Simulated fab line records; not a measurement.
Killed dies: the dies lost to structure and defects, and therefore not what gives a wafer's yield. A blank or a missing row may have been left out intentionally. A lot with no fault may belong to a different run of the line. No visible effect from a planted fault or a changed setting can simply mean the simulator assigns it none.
Matching of chambers + flow n5-finfet + 4 sister chambers for N5_MOL_CONTACT_COAG_ETCHBACK_134 on rie-diel-06
The step etches SiO2 in CHF3, target depth 10 nm, time 6.7 s. 8 wafers are shown with their chamber, then 10 later ones without.

== WAFERS PAIRED WITH THEIR CHAMBERS ==
| wafer  | chamber | rf-vpp-V (V) | throttle-valve-pct (%) |
|--------|---------|--------------|------------------------|
| L077.5 | 0       | 498          | 18.97                  |
| L084.5 | 2       | 521          | 18.89                  |
| L084.6 | 1       | 535          | 18.51                  |
| L087.2 | 2       | 523          | 18.90                  |
| L087.3 | 3       | 519          | 18.27                  |
| L087.5 | 0       | 505          | 18.52                  |
| L090.1 | 3       | 518          | 18.29                  |
| L090.3 | 1       | 534          | 18.52                  |

== WAFERS MISSING THEIR CHAMBER ==
| wafer  | rf-vpp-V (V) | throttle-valve-pct (%) |
|--------|--------------|------------------------|
| L090.4 | 504          | 18.53                  |
| L093.1 | 504          | 18.54                  |
| L093.4 | 519          | 18.30                  |
| L093.5 | 504          | 18.53                  |
| L095.2 | 505          | 18.55                  |
| L095.3 | 523          | 18.92                  |
| L095.4 | 517          | 18.31                  |
| L097.1 | 522          | 18.93                  |
| L097.5 | 521          | 18.93                  |
| L097.6 | 533          | 18.55                  |

== WHICH CHAMBER EACH ONE RAN IN ==
| wafer  | from the rows above | in truth |
|--------|---------------------|----------|
| L090.4 | 0                   | 0        |
| L093.1 | 0                   | 0        |
| L093.4 | 3                   | 3        |
| L093.5 | 0                   | 0        |
| L095.2 | 0                   | 0        |
| L095.3 | 2                   | 2        |
| L095.4 | 3                   | 3        |
| L097.1 | 2                   | 2        |
| L097.5 | 2                   | 2        |
| L097.6 | 1                   | 1        |
Correctly placed: 10 of 10. Can't be placed from these rows: 0. Number placed wrongly: 0.
How it was worked out, from the rows above alone: a wafer's distance from a chamber is the root of the sum, over the readings, of the square of ((its reading less the chamber's mean) divided by the reading's scatter). The wafer belongs to the nearest chamber; if the next one is less than 2 further off, it can't be placed. A chamber's mean is the mean of its shown wafers. The scatter: the root of (the sum of the squares of (reading less its chamber's mean) over the shown wafers, divided by (wafers less chambers)).
